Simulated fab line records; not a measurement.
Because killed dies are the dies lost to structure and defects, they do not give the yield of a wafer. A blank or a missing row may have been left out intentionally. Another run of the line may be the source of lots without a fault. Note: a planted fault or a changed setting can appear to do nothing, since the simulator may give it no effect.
fab line records | flow n5Finfet
record: lots: 5 | wafers: 15 | lastDay: 16
route steps=1938 shown BEOL_M4@1099 BEOL_M5@1112 BEOL_M6@1233 PASSIVATION@1936
lots that met no fault: taken from a fault-free run of the same line
startH: start of the lot's first displayed wafer, in hours after the record's first day | waitH: how many hours have passed since the lot's step before this one | " identical to the entry in the row above | L1.1+2: one row covering several wafers at once | - value missing, or start not given | * or withheld: withheld | < > ~ a bound
route shown NAME@n: NAME is a module with steps in the file, n the number in the route of the first one | usual: mean/standard deviation taken from wafers without a fault | same: alike in all rows | chamber/n: place in a boat | sites: the reading at each site | _std_site: their standard deviation | _edge_site: the outer-site mean with the inner-site mean subtracted | radiusMm: for every site, how far away it sits from the centre of the wafer | mask NAME#n: copy n | behind: the most recent tool/chamber to have shaped the wafer | hold: the reason the lot was held/the length of the hold in hours/how it ended | device: which transistor (n, p or np) failed to switch | end of line: the same wafers' tests at the end of the route | a step given without rows: its recipe and nothing more | killed: dies lost to structure and defects at the first sort, not the wafer's yield | map: the dies of a wafer, with x for killed, . for not killed, _ for no die there
set.NAME: the setting that was run; set.NAME@STEP: the one run at that earlier step | model.NAME: the simulator's own value behind a step, which no gauge read
lots at some steps of the route; a table a step, a row a wafer
services: when a tool's chamber went out of use (startH, in hours from the record's first day, below 0 if earlier), for how many hours, and the reason
== steps ==
step: N5_BEOL_M4_ANNEAL_95
recipe: tempC: 400 | timeS: 240 | ambient: vacuum
step: N5_BEOL_M4_SPUTTER_96
recipe: material: Cu | targetThkA: 45 | tempC: -20 | chamberPressurePa: 0.07 | powerW: withheld | timeS: 8.29
step: N5_BEOL_M4_ECD_50
recipe: material: Cu | targetThkA: 3000
step: N5_BEOL_M4_ANNEAL_51
recipe: tempC: 225 | timeS: 90 | ambient: N2
step: N5_BEOL_M4_CMP_52
recipe: stopOn: SiOC | tOverpolishS: 6.8 | downForcePsi: 1 | platenRpm: 50 | clearingPlatenDownForcePsi: 1.5 | clearingPlatenRpm: 50 | postCmpClean: cuAlkaline | targetThkNm: 40 | clearingPlatenPadVelocityMS: 0.99484 | padVelocityMS: 0.99484
step: N5_BEOL_M4_PRE_CLEAN_60
recipe: gas: NH3/H2 | timeS: 15 | tempC: * | rfPowerW: 300
step: N5_BEOL_M4_CO_CAP_55
recipe: material: Co | targetThkA: 20 | tempC: 200 | precursor: CCTBA/H2 | pressureTorr: 30 | timeS: 102.1
step: N5_BEOL_M4_PRE_CLEAN_56
recipe: gas: NH3 | timeS: 15 | tempC: withheld | rfPowerW: 300
step: N5_BEOL_M4_DEP_57
recipe: material: SiCN | targetThkA: 80 | tempC: withheld | precursor: 3MS/NH3 | pressureTorr: 3 | rfW: 202 | timeS: 14
step: N5_BEOL_M4_RC_MEAS_101
usual: DIBL_N: 36.4/1.3 | DIBL_P: 36.5/1.7 | IOFF_N: 0.154/0.022 | IOFF_P: 0.202/0.025 | ION_N: 671/9.8 | ION_P: 460/6.8 | SS_N: 71.6/0.54 | SS_P: 73.4/0.58 | VT_N: 250.9/2.8 | VT_P: -251.4/2.7
lot.wafer | tool      | chamber | startH | waitH | DIBL_N[mV/V] | DIBL_P[mV/V] | IOFF_N[nA/um] | IOFF_P[nA/um] | ION_N[uA/um] | ION_P[uA/um] | SS_N[mV/dec] | SS_P[mV/dec] | VT_N[mV] | VT_P[mV]
L913.2    | prober-02 | 0       | 222.82 | 0.2   | 34.9         | 35.3         | 0.129         | 0.191         | 664          | 464          | 71.1         | 73.2         | 256.8    | -250.7
L913.3    | "         | 0       | "      | "     | 38.1         | 39.3         | 0.194         | 0.264         | 684          | 474          | 72.1         | 73.9         | 247.2    | -247.0
L913.6    | "         | 0       | "      | "     | 35.3         | 35.7         | 0.141         | 0.204         | 670          | 465          | 71.6         | 74.0         | 254.5    | -253.1
L917.4    | prober-01 | 0       | 230.69 | 0.5   | 36.0         | 38.9         | 0.155         | 0.192         | 670          | 460          | 71.8         | 73.2         | 251.3    | -252.9
L917.5    | "         | 0       | "      | "     | 34.5         | 37.5         | 0.130         | 0.163         | 668          | 451          | 71.6         | 72.3         | 254.5    | -258.2
L917.6    | "         | 0       | "      | "     | 36.3         | 39.3         | 0.157         | 0.190         | 675          | 461          | 71.5         | 73.4         | 250.8    | -253.5
L918.2    | prober-02 | 0       | 230.87 | 0.2   | 34.9         | 35.0         | 0.146         | 0.184         | 671          | 459          | 71.5         | 73.1         | 250.8    | -252.2
L918.4    | "         | 0       | "      | "     | 35.0         | 35.3         | 0.145         | 0.196         | 675          | 461          | 71.7         | 72.9         | 252.1    | -251.9
L918.6    | "         | 0       | "      | "     | 33.7         | 33.4         | 0.126         | 0.169         | 684          | 464          | 71.1         | 72.0         | 252.2    | -252.1
L920.3    | prober-01 | 0       | 261.55 | 0.3   | 38.4         | 39.2         | 0.214         | 0.277         | 691          | 468          | 72.1         | 74.0         | 245.4    | -247.7
L920.4    | "         | 0       | "      | "     | 36.5         | 35.6         | 0.162         | 0.218         | 676          | 462          | 71.5         | 72.8         | 249.8    | -249.8
L920.6    | "         | 0       | "      | "     | 35.8         | 35.1         | 0.151         | 0.196         | 667          | 457          | 71.7         | 73.3         | 250.2    | -249.2
L925.1    | prober-01 | 0       | 295.71 | 0.0   | 37.2         | 37.3         | 0.181         | 0.229         | 686          | 466          | 71.5         | 74.3         | 246.2    | -252.0
L925.4    | "         | 0       | "      | "     | 37.4         | 36.9         | 0.176         | 0.230         | 676          | 461          | 72.2         | 74.3         | 249.3    | -249.1
L925.6    | "         | 0       | "      | "     | 37.0         | 36.0         | 0.167         | 0.210         | 672          | 453          | 71.8         | 73.7         | 251.2    | -250.0
step: N5_BEOL_M5_ILD_DEP_00
recipe: material: SiCOH_lowk | targetThkA: 1406.4 | tempC: 300 | precursor: DEMS/porogen | pressureTorr: 5 | rfW: 500 | timeS: 25.9
step: N5_BEOL_M5_CURE_79
recipe: tempC: 385 | timeS: 240 | ambient: He/Ar | material: SiCOH_lowk
step: N5_BEOL_M5_PECVD_70
recipe: material: SiO2 | targetThkA: 160 | tempC: 400 | precursor: TEOS/O2 | pressureTorr: 5.5 | rfW: 450 | teosFlowSccm: 53.8 | gas: O2 | flowSccm: 3000 | timeS: 18
step: N5_BEOL_M5_HM_DEP_02
recipe: material: TiN | targetThkA: 200 | tempC: 25 | chamberPressurePa: 0.49996
step: N5_BEOL_M5_COAT_59
recipe: resist: SOC | tempC: 250 | timeS: 60 | spinRpm: 1500 | resistThkNm: 60
step: N5_BEOL_M5_COAT_60
recipe: resist: SiARC | tempC: 220 | timeS: 60 | spinRpm: 1500 | resistThkNm: 12
step: N5_BEOL_M5_COAT_71
recipe: resist: underlayer | tempC: 205 | timeS: 60 | spinRpm: 1500 | resistThkNm: 5
step: N5_BEOL_M5_COAT_05
recipe: resist: CAR-EUV | spinRpm: 1500 | resistThkNm: 30
step: N5_BEOL_M5_EBR_07
recipe: solvent: PGMEA | ebrWidthMm: 1.5
step: N5_BEOL_M5_SOFTBAKE_06
recipe: tempC: 110 | timeS: 60 | resist: CAR-EUV
step: N5_BEOL_M5_EXPOSE_08
recipe: maskId: M5 | na: 0.33 | sourceShape: annular | sigmaInner: 0.4 | sigmaOuter: 0.8 | polarization: unpolarized | targetCdNm: 28 | doseMj: 35.75
step: N5_BEOL_M5_PEB_09
recipe: pebTempC: 100 | pebTimeS: 60 | resist: CAR-EUV
step: N5_BEOL_M5_DEVELOP_10
recipe: developTimeS: 30 | developer: TMAH | resist: CAR-EUV | rinseLiquid: surfactantRinse | dry: airSpin | devTempC: 23
step: N5_BEOL_M5_DESCUM_16
recipe: chemistry: O2 | timeS: 7 | sourcePowerW: 50 | biasPowerW: 20 | pressureMtorr: 20 | rfFrequencyHz: 2.712e+07 | tempC: 40 | resist: CAR-EUV | o2FlowSccm: 225
step: N5_BEOL_M5_ETCH_72
recipe: chemistry: N2/H2 | target: underlayer | targetDepthA: 65 | maskMaterial: CAR-EUV | timeS: 5.2 | ionEnergyEv: 200 | pressureMtorr: 30 | sourceW: 840 | biasW: 150 | n2FlowSccm: 200 | h2FlowSccm: 200 | ends: cleared
step: N5_BEOL_M5_ETCH_61
recipe: chemistry: CF4 | target: SiARC | targetDepthA: 156 | maskMaterial: CAR-EUV | timeS: 26 | ionEnergyEv: 80 | pressureMtorr: 40 | sourceW: 545 | biasW: 36 | Ar_flow_sccm: 100 | cf4FlowSccm: 100 | ends: cleared
step: N5_BEOL_M5_ETCH_62
recipe: chemistry: N2/H2 | target: SOC | targetDepthA: 750 | overetchA: 150 | maskMaterial: SiARC | tempC: 40 | timeS: 112.5 | ionEnergyEv: 200 | pressureMtorr: 30 | sourceW: 840 | biasW: 150 | n2FlowSccm: 200 | h2FlowSccm: 200
step: N5_BEOL_M5_STRIP_63
recipe: chemistry: N2/H2 | tempC: 40 | n2FlowSccm: 200 | h2FlowSccm: 200 | rfFrequencyHz: 6e+07
step: N5_BEOL_M5_STRIP_73
recipe: chemistry: N2/H2 | tempC: 40 | n2FlowSccm: 200 | h2FlowSccm: 200 | rfFrequencyHz: 6e+07
step: N5_BEOL_M5_STRIP_64
recipe: chemistry: CF4 | resist: SiARC | powerW: 300 | biasPowerW: 75 | pressureMtorr: 50 | cf4FlowSccm: 150 | rfFrequencyHz: 6e+07
step: N5_BEOL_M5_HM_OPEN_17
recipe: chemistry: Cl2/BCl3 | targetDepthA: 200 | overetchA: 60 | target: TiN | maskMaterial: SOC | ionEnergyEv: 150 | pressureMtorr: 10 | icpW: 1000 | biasW: 126 | Cl2_flow_sccm: 53.25 | bcl3FlowSccm: 21.75 | Ar_flow_sccm: 25
step: N5_BEOL_M5_STRIP_19
recipe: chemistry: O2 | powerW: 400 | tempC: 40 | pressureMtorr: 30 | rfFrequencyHz: 6e+07 | biasPowerW: 0 | overashFraction: 0.2 | o2FlowSccm: 225
step: N5_BEOL_M5_COAT_65
recipe: resist: SOC | tempC: 250 | timeS: 60 | spinRpm: 1500 | resistThkNm: 60
step: N5_BEOL_M5_COAT_66
recipe: resist: SiARC | tempC: 220 | timeS: 60 | spinRpm: 1500 | resistThkNm: 12
step: N5_BEOL_M6_ETCH_66
recipe: chemistry: N2/H2 | target: SOC | targetDepthA: 800 | overetchA: 160 | maskMaterial: SiARC | tempC: 40 | timeS: 120 | ionEnergyEv: 200 | pressureMtorr: 30 | sourceW: 840 | biasW: 150 | n2FlowSccm: 200 | h2FlowSccm: 200
usual: biasW: 150.0/0.44 | chamberPressureMTorr: 30.005/0.029 | drypumpMotorCurrentA: 5.8/0.37 | oesProductAu: 0.61/0.064 | rfVppV: 522.3/1.9 | showerheadPlenumPTorr: 2.49/0.062 | throttleValvePct: 17.85/0.29
lot.wafer | tool       | chamber | startH | waitH | biasW | chamberPressureMTorr | drypumpMotorCurrentA | oesProductAu | rfHoursCounterH | rfVppV | showerheadPlenumPTorr | throttleValvePct | model.SiARC_of_BEOL_M6_COAT_64.thkNm | model.underlayer_of_BEOL_M6_COAT_71.thkNm
L913.2    | rieDiel-05 | 2       | 245.81 | 0.0   | 149.8 | 29.981               | 6.2                  | 0.67         | 28              | 525.3  | 2.59                  | 17.77            | 6.4                                  | 0
L913.3    | "          | 1       | "      | "     | 150.6 | 29.987               | 5.1                  | 0.69         | 45              | 522.5  | 2.49                  | 17.70            | 6.2                                  | 0
L913.6    | "          | 2       | "      | "     | 149.1 | 30.010               | 6.2                  | 0.67         | -               | 524.6  | 2.59                  | 17.79            | 6.4                                  | 0
L918.2    | rieDiel-06 | 0       | 247.86 | 0.0   | -     | -                    | -                    | -            | -               | -      | -                     | -                | 12                                   | 5
L918.4    | "          | 3       | "      | "     | -     | -                    | -                    | -            | -               | -      | -                     | -                | 12                                   | 5
L918.6    | "          | 2       | "      | "     | -     | -                    | -                    | -            | -               | -      | -                     | -                | 12                                   | 5
L917.4    | rieDiel-05 | 2       | 252.89 | 0.0   | -     | -                    | -                    | -            | -               | -      | -                     | -                | 12                                   | 5
L917.5    | "          | 3       | "      | "     | -     | -                    | -                    | -            | -               | -      | -                     | -                | 12                                   | 5
L917.6    | "          | 1       | "      | "     | -     | -                    | -                    | -            | -               | -      | -                     | -                | 12                                   | 5
L920.3    | rieDiel-02 | 3       | 280.58 | 0.0   | -     | -                    | -                    | -            | -               | -      | -                     | -                | 12                                   | 5
L920.4    | "          | 2       | "      | "     | -     | -                    | -                    | -            | -               | -      | -                     | -                | 12                                   | 5
L920.6    | "          | 1       | "      | "     | -     | -                    | -                    | -            | -               | -      | -                     | -                | 12                                   | 5
L925.1    | rieDiel-06 | 0       | 312.11 | 0.0   | 150.1 | 29.984               | 5.8                  | 0.65         | 65              | 521.9  | 2.47                  | 17.74            | 6.4                                  | 0
L925.4    | "          | 3       | "      | "     | 150.1 | 30.000               | 6.2                  | 0.56         | 209             | 520.1  | 2.42                  | 17.95            | 6.4                                  | 0
L925.6    | "          | 3       | "      | "     | 150.2 | 30.026               | 6.2                  | 0.56         | -               | 521.2  | 2.42                  | 17.95            | 6.4                                  | 0
step: N5_BEOL_M6_VIA_ETCH_34
recipe: chemistry: C4F6/O2 | target: SiCOH_lowk | targetDepthA: 1263 | maskMaterial: SOC | taperDeg: 4 | timeS: 50.9 | ionEnergyEv: 250 | pressureMtorr: 30 | sourceW: 345 | biasW: 185 | Ar_flow_sccm: 300 | C4F6_flow_sccm: 10 | O2_flow_sccm: 10
usual: C4F6_flow_sccm: 10.00/0.03 | O2_flow_sccm: 10.002/0.027 | drypumpMotorCurrentA: 5.8/0.37 | oesProductAu: 0.79/0.087 | rfVppV: 665/5.7 | showerheadPlenumPTorr: 2.79/0.065 | throttleValvePct: 20.93/0.26
lot.wafer | tool       | chamber | startH | waitH | C4F6_flow_sccm | O2_flow_sccm | drypumpMotorCurrentA | oesProductAu | rfHoursCounterH | rfVppV | showerheadPlenumPTorr | throttleValvePct
L913.2    | rieDiel-05 | 2       | 245.91 | 0.0   | 10.00          | 10.015       | 6.2                  | 0.88         | 28              | 663    | 2.90                  | 20.95
L913.3    | "          | 1       | "      | "     | 9.97           | 10.035       | 5.1                  | 0.89         | 45              | 669    | 2.79                  | 20.72
L913.6    | "          | 2       | "      | "     | 10.00          | 10.033       | 6.2                  | 0.88         | -               | 663    | 2.90                  | 20.94
L918.2    | rieDiel-06 | 0       | 247.96 | 0.0   | 9.96           | 10.008       | 5.8                  | 0.33         | 45              | 671    | 2.77                  | 20.63
L918.4    | "          | 3       | "      | "     | 9.95           | 9.995        | 6.2                  | 0.28         | 185             | 666    | 2.74                  | 20.92
L918.6    | "          | 2       | "      | "     | 9.99           | 10.027       | 5.9                  | 0.35         | -               | 664    | 2.79                  | 20.33
L917.4    | rieDiel-05 | 2       | 252.97 | 0.0   | 10.01          | 9.982        | 6.2                  | 0.33         | -               | 662    | 2.90                  | 20.82
L917.5    | "          | 3       | "      | "     | 10.03          | 9.992        | 5.8                  | 0.26         | -               | 654    | 2.81                  | 20.88
L917.6    | "          | 1       | "      | "     | 9.99           | 10.027       | 5.1                  | 0.33         | -               | 668    | 2.78                  | 20.57
L920.3    | rieDiel-02 | 3       | 280.68 | 0.0   | 9.98           | 9.982        | 6.1                  | 0.26         | 232             | 660    | 2.71                  | 21.36
L920.4    | "          | 2       | "      | "     | 10.04          | 9.998        | 6.2                  | 0.27         | 219             | 675    | 2.93                  | 21.22
L920.6    | "          | 1       | "      | "     | 10.00          | 10.030       | 5.0                  | 0.27         | -               | 661    | 2.72                  | 20.83
L925.1    | rieDiel-06 | 0       | 312.21 | 0.0   | 10.00          | 9.952        | 5.8                  | 0.86         | 65              | 671    | 2.76                  | 20.83
L925.4    | "          | 3       | "      | "     | 9.95           | 9.947        | 6.1                  | 0.72         | 209             | 665    | 2.73                  | 21.11
L925.6    | "          | 3       | "      | "     | 9.96           | 9.962        | 6.2                  | 0.72         | -               | 664    | 2.73                  | 21.08
step: N5_PASSIVATION_PROBE_49
usual: defectLimitedYield: 91.1/1.3 | killed_at_M0_to_M3: 34/10 | killed_at_M4_up: 14/5.7 | killedAtContacts: 12/5.9 | killedAtFrontEnd: 41/12 | killedAtOther: 4/3.1 | killedDies: 105/15 | killedOnRim: 14/4.2 | killedOpen: 69/11 | killedShort: 35/7.8 | sort_bin_5_function: 5.3/0.81 | sort_bin_6_memory: 3.3/0.75 | sortNPass: 1075/15 | sortYieldPct: 91.1/1.3
same: grossDies: 1180 | killedAtBackSide: 0 | sort_bin_4_leakage[%]: 0 | sort_bin_8_speed[%]: 0
lot.wafer | tool      | chamber | startH | waitH | defectLimitedYield[%] | killed_at_M0_to_M3 | killed_at_M4_up | killedAtContacts | killedAtFrontEnd | killedAtOther | killedDies | killedOnRim | killedOpen | killedShort | sort_bin_5_function[%] | sort_bin_6_memory[%] | sortNPass | sortYieldPct[%]
L918.2    | prober-02 | -       | 330.24 | 0.1   | 0                     | 49                 | 1054            | 7                | 64               | 6             | 1180       | 152         | 83         | 54          | 94.5                   | 5.3                  | 0         | 0
L918.4    | prober-02 | -       | 330.34 | 0.2   | 0                     | 44                 | 1087            | 3                | 44               | 2             | 1180       | 152         | 74         | 39          | 96.9                   | 2.8                  | 0         | 0
L918.6    | prober-02 | -       | 330.44 | 0.3   | 0                     | 44                 | 1068            | 5                | 62               | 1             | 1180       | 152         | 79         | 50          | 95.5                   | 4.2                  | 0         | 0
L917.4    | prober-02 | -       | 343.81 | 0.2   | 0                     | 20                 | 1086            | 9                | 59               | 6             | 1180       | 152         | 82         | 33          | 95.8                   | 4.1                  | 0         | 0
L917.5    | prober-02 | -       | 343.86 | 0.2   | 0                     | 31                 | 1098            | 8                | 40               | 3             | 1180       | 152         | 63         | 34          | 96.2                   | 3.6                  | 0         | 0
L917.6    | prober-02 | -       | 343.91 | 0.3   | 0                     | 39                 | 1083            | 8                | 44               | 6             | 1180       | 152         | 81         | 31          | 95.7                   | 4.0                  | 0         | 0
L920.3    | prober-02 | -       | 368.59 | 0.5   | 0                     | 29                 | 1114            | 8                | 27               | 2             | 1180       | 152         | 53         | 27          | 97.4                   | 2.5                  | 0         | 0
L920.4    | prober-02 | -       | 368.64 | 0.5   | 0                     | 26                 | 1104            | 13               | 34               | 3             | 1180       | 152         | 63         | 31          | 96.9                   | 3.0                  | 0         | 0
L920.6    | prober-02 | -       | 368.74 | 0.6   | 0                     | 36                 | 1090            | 8                | 42               | 4             | 1180       | 152         | 67         | 45          | 95.9                   | 3.7                  | 0         | 0
killed by level:class
L918.2 BEOL_M6:areaEtch=1041 FIN_SAQP:geometricParticle:short=16 FIN_SAQP:geometricParticle:open=12 BEOL_M0_SAQP:geometricParticle:open=12 BEOL_M1:geometricParticle:open=11 STI_FIN_REVEAL:geometricParticle:open=9 BEOL_M0_SAQP:geometricParticle:short=8 DUMMY_GATE:geometricParticle:open=6
L918.4 BEOL_M6:areaEtch=1065 BEOL_M0_SAQP:geometricParticle:open=16 FIN_SAQP:geometricParticle:short=11 STI_FIN_REVEAL:geometricParticle:open=11 BEOL_M1:geometricParticle:open=9 BEOL_M4:geometricParticle:open=8 BEOL_M0_SAQP:geometricParticle:short=8 FIN_SAQP:geometricParticle:open=5
L918.6 BEOL_M6:areaEtch=1049 FIN_SAQP:geometricParticle:short=19 BEOL_M0_SAQP:geometricParticle:open=11 STI_FIN_REVEAL:geometricParticle:open=11 BEOL_M0_SAQP:geometricParticle:short=9 DUMMY_GATE:geometricParticle:open=8 BEOL_M3:geometricParticle:open=8 BEOL_M4:geometricParticle:open=7
L917.4 BEOL_M6:areaEtch=1063 STI_FIN_REVEAL:geometricParticle:open=14 MOL_CONTACT_COAG:geometricParticle:open=8 FIN_SAQP:geometricParticle:open=7 BEOL_M5:geometricParticle:open=6 DUMMY_GATE:geometricParticle:open=5 GATE_CUT:geometricParticle:short=5 BEOL_M0_SAQP:geometricParticle:short=5
L917.5 BEOL_M6:areaEtch=1082 STI_FIN_REVEAL:geometricParticle:open=17 BEOL_M0_SAQP:geometricParticle:short=10 BEOL_M4:geometricParticle:open=8 MOL_CONTACT_COAG:geometricParticle:open=8 FIN_SAQP:geometricParticle:open=5 BEOL_M0_SAQP:geometricParticle:open=5 FIN_SAQP:geometricParticle:short=4
L917.6 BEOL_M6:areaEtch=1068 BEOL_M3:geometricParticle:open=12 FIN_SAQP:geometricParticle:short=10 FIN_SAQP:geometricParticle:open=9 MOL_CONTACT_COAG:geometricParticle:open=7 BEOL_M4:geometricParticle:open=6 BEOL_M1:geometricParticle:open=6 BEOL_M0_SAQP:geometricParticle:open=5
L920.3 BEOL_M6:areaEtch=1100 BEOL_M1:geometricParticle:open=9 BEOL_M4:geometricParticle:open=9 FIN_SAQP:geometricParticle:open=7 MOL_CONTACT_COAG:geometricParticle:open=7 BEOL_M0_SAQP:geometricParticle:short=7 GATE_CUT:geometricParticle:short=5 ILD0:geometricParticle:short=5
L920.4 BEOL_M6:areaEtch=1086 BEOL_M1:geometricParticle:open=11 FIN_SAQP:geometricParticle:open=10 MOL_CONTACT_COAG:geometricParticle:open=10 BEOL_M4:geometricParticle:open=8 BEOL_M0_SAQP:geometricParticle:short=4 BEOL_M1:geometricParticle:short=4 BEOL_M6:geometricParticle:open=4
L920.6 BEOL_M6:areaEtch=1067 BEOL_M4:geometricParticle:open=12 BEOL_M0_SAQP:geometricParticle:short=11 BEOL_M0_SAQP:geometricParticle:open=7 FIN_SAQP:geometricParticle:open=6 FIN_SAQP:geometricParticle:short=6 MOL_CONTACT_COAG:geometricParticle:open=6 BEOL_M1:geometricParticle:open=6
map L917.4 (x killed, . not)
_________________xxxxxxxxxxxx________________
______________xxxxxxxxxxxxxxxxxx_____________
___________xxxxxxxxxxxxxxxxxxxxxxxx__________
__________xxxxxxxxxxxxxxxxxxxxxxxxxx_________
________xxxxxxxxxxxxxxxxxxxxxxxxxxxxxx_______
_______xxxxxxxxxxxxxxxxxxxxxxxxxxxxxxxx______
______xxxxxxxxxxxxxxxxxxxxxxxxxxxxxxxxxx_____
_____xxxxxxxxxxxxxxxxxxxxxxxxxxxxxxxxxxxx____
____xxxxxxxxxxxxxxxxxxxxxxxxxxxxxxxxxxxxxx___
___xxxxxxxxxxxxxxxxxxxxxxxxxxxxxxxxxxxxxxxx__
___xxxxxxxxxxxxxxxxxxxxxxxxxxxxxxxxxxxxxxxx__
__xxxxxxxxxxxxxxxxxxxxxxxxxxxxxxxxxxxxxxxxxx_
__xxxxxxxxxxxxxxxxxxxxxxxxxxxxxxxxxxxxxxxxxx_
_xxxxxxxxxxxxxxxxxxxxxxxxxxxxxxxxxxxxxxxxxxxx
_xxxxxxxxxxxxxxxxxxxxxxxxxxxxxxxxxxxxxxxxxxxx
_xxxxxxxxxxxxxxxxxxxxxxxxxxxxxxxxxxxxxxxxxxxx
_xxxxxxxxxxxxxxxxxxxxxxxxxxxxxxxxxxxxxxxxxxxx
_xxxxxxxxxxxxxxxxxxxxxxxxxxxxxxxxxxxxxxxxxxxx
_xxxxxxxxxxxxxxxxxxxxxxxxxxxxxxxxxxxxxxxxxxxx
_xxxxxxxxxxxxxxxxxxxxxxxxxxxxxxxxxxxxxxxxxxxx
_xxxxxxxxxxxxxxxxxxxxxxxxxxxxxxxxxxxxxxxxxxxx
__xxxxxxxxxxxxxxxxxxxxxxxxxxxxxxxxxxxxxxxxxx_
__xxxxxxxxxxxxxxxxxxxxxxxxxxxxxxxxxxxxxxxxxx_
___xxxxxxxxxxxxxxxxxxxxxxxxxxxxxxxxxxxxxxxx__
___xxxxxxxxxxxxxxxxxxxxxxxxxxxxxxxxxxxxxxxx__
____xxxxxxxxxxxxxxxxxxxxxxxxxxxxxxxxxxxxxx___
_____xxxxxxxxxxxxxxxxxxxxxxxxxxxxxxxxxxxx____
______xxxxxxxxxxxxxxxxxxxxxxxxxxxxxxxxxx_____
_______xxxxxxxxxxxxxxxxxxxxxxxxxxxxxxxx______
________xxxxxxxxxxxxxxxxxxxxxxxxxxxxxx_______
__________xxxxxxxxxxxxxxxxxxxxxxxxxx_________
___________xxxxxxxxxxxxxxxxxxxxxxxx__________
______________xxxxxxxxxxxxxxxxxx_____________
_________________xxxxxxxxxxxx________________
map L918.2 (x killed, . not)
_________________xxxxxxxxxxxx________________
______________xxxxxxxxxxxxxxxxxx_____________
___________xxxxxxxxxxxxxxxxxxxxxxxx__________
__________xxxxxxxxxxxxxxxxxxxxxxxxxx_________
________xxxxxxxxxxxxxxxxxxxxxxxxxxxxxx_______
_______xxxxxxxxxxxxxxxxxxxxxxxxxxxxxxxx______
______xxxxxxxxxxxxxxxxxxxxxxxxxxxxxxxxxx_____
_____xxxxxxxxxxxxxxxxxxxxxxxxxxxxxxxxxxxx____
____xxxxxxxxxxxxxxxxxxxxxxxxxxxxxxxxxxxxxx___
___xxxxxxxxxxxxxxxxxxxxxxxxxxxxxxxxxxxxxxxx__
___xxxxxxxxxxxxxxxxxxxxxxxxxxxxxxxxxxxxxxxx__
__xxxxxxxxxxxxxxxxxxxxxxxxxxxxxxxxxxxxxxxxxx_
__xxxxxxxxxxxxxxxxxxxxxxxxxxxxxxxxxxxxxxxxxx_
_xxxxxxxxxxxxxxxxxxxxxxxxxxxxxxxxxxxxxxxxxxxx
_xxxxxxxxxxxxxxxxxxxxxxxxxxxxxxxxxxxxxxxxxxxx
_xxxxxxxxxxxxxxxxxxxxxxxxxxxxxxxxxxxxxxxxxxxx
_xxxxxxxxxxxxxxxxxxxxxxxxxxxxxxxxxxxxxxxxxxxx
_xxxxxxxxxxxxxxxxxxxxxxxxxxxxxxxxxxxxxxxxxxxx
_xxxxxxxxxxxxxxxxxxxxxxxxxxxxxxxxxxxxxxxxxxxx
_xxxxxxxxxxxxxxxxxxxxxxxxxxxxxxxxxxxxxxxxxxxx
_xxxxxxxxxxxxxxxxxxxxxxxxxxxxxxxxxxxxxxxxxxxx
__xxxxxxxxxxxxxxxxxxxxxxxxxxxxxxxxxxxxxxxxxx_
__xxxxxxxxxxxxxxxxxxxxxxxxxxxxxxxxxxxxxxxxxx_
___xxxxxxxxxxxxxxxxxxxxxxxxxxxxxxxxxxxxxxxx__
___xxxxxxxxxxxxxxxxxxxxxxxxxxxxxxxxxxxxxxxx__
____xxxxxxxxxxxxxxxxxxxxxxxxxxxxxxxxxxxxxx___
_____xxxxxxxxxxxxxxxxxxxxxxxxxxxxxxxxxxxx____
______xxxxxxxxxxxxxxxxxxxxxxxxxxxxxxxxxx_____
_______xxxxxxxxxxxxxxxxxxxxxxxxxxxxxxxx______
________xxxxxxxxxxxxxxxxxxxxxxxxxxxxxx_______
__________xxxxxxxxxxxxxxxxxxxxxxxxxx_________
___________xxxxxxxxxxxxxxxxxxxxxxxx__________
______________xxxxxxxxxxxxxxxxxx_____________
_________________xxxxxxxxxxxx________________
== services ==
tool       | chamber | startH | hours | kind
rieDiel-02 | -       | 243.77 | 0.4   | repair
rieDiel-05 | 0       | 246.43 | 14.1  | repair
rieDiel-06 | 1       | 249.84 | 9.5   | repair
rieDiel-05 | 3       | 260.62 | -     | clean
rieDiel-05 | 3       | 260.62 | -     | consumableReplace:focusRing
rieDiel-05 | 3       | 260.62 | 24.3  | scheduledDown
rieDiel-05 | 3       | 260.62 | 24.3  | ventCycle
rieDiel-06 | 0       | 274.73 | 1.6   | repair
rieDiel-06 | 0       | 276.83 | 7.2   | repair
rieDiel-02 | 0       | 286.55 | 12.4  | repair
== key ==
firstSign: step: N5_BEOL_M6_ETCH_66 | reading: toolRecord | direction: missing
effect: step: N5_BEOL_M6_VIA_ETCH_34 | reading: oesProductAu | direction: down | sigmas: 5.7 | usual: 0.79 | struck: 0.30
effect: step: N5_PASSIVATION_PROBE_49 | reading: killed_at_M4_up | direction: up | sigmas: 99+ | usual: 14 | struck: 1087
modelEffect: step: N5_BEOL_M6_ETCH_66 | value: SiARC_of_BEOL_M6_COAT_64.thkNm | without: 6.356 | struck: 12
moreKillsBornAt: N5_BEOL_M6_ETCH_66@rieDiel-02: 3253 | N5_BEOL_M6_ETCH_66@rieDiel-05: 3213 | N5_BEOL_M6_ETCH_66@rieDiel-06: 3155
metAt N5_BEOL_M6_ETCH_66
struckWafers L917.4,L917.5,L917.6,L918.2,L918.4,L918.6,L920.3,L920.4,L920.6
laterRowsLeftOut L917.4,L917.5,L917.6,L918.2,L918.4,L918.6,L920.3,L920.4,L920.6
onsetBetween 245.81 247.86
fault: kind: skippedStepWhole | tool: rieDiel-02,rieDiel-05,rieDiel-06 | chamber: - | onsetH: 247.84 | steps: N5_BEOL_M6_ETCH_66 | scope: struckLotsOnly
laterRowsLeftOut: the simulator's readings of these wafers behind a module that went badly wrong aren't trusted and aren't shown, but for the sort
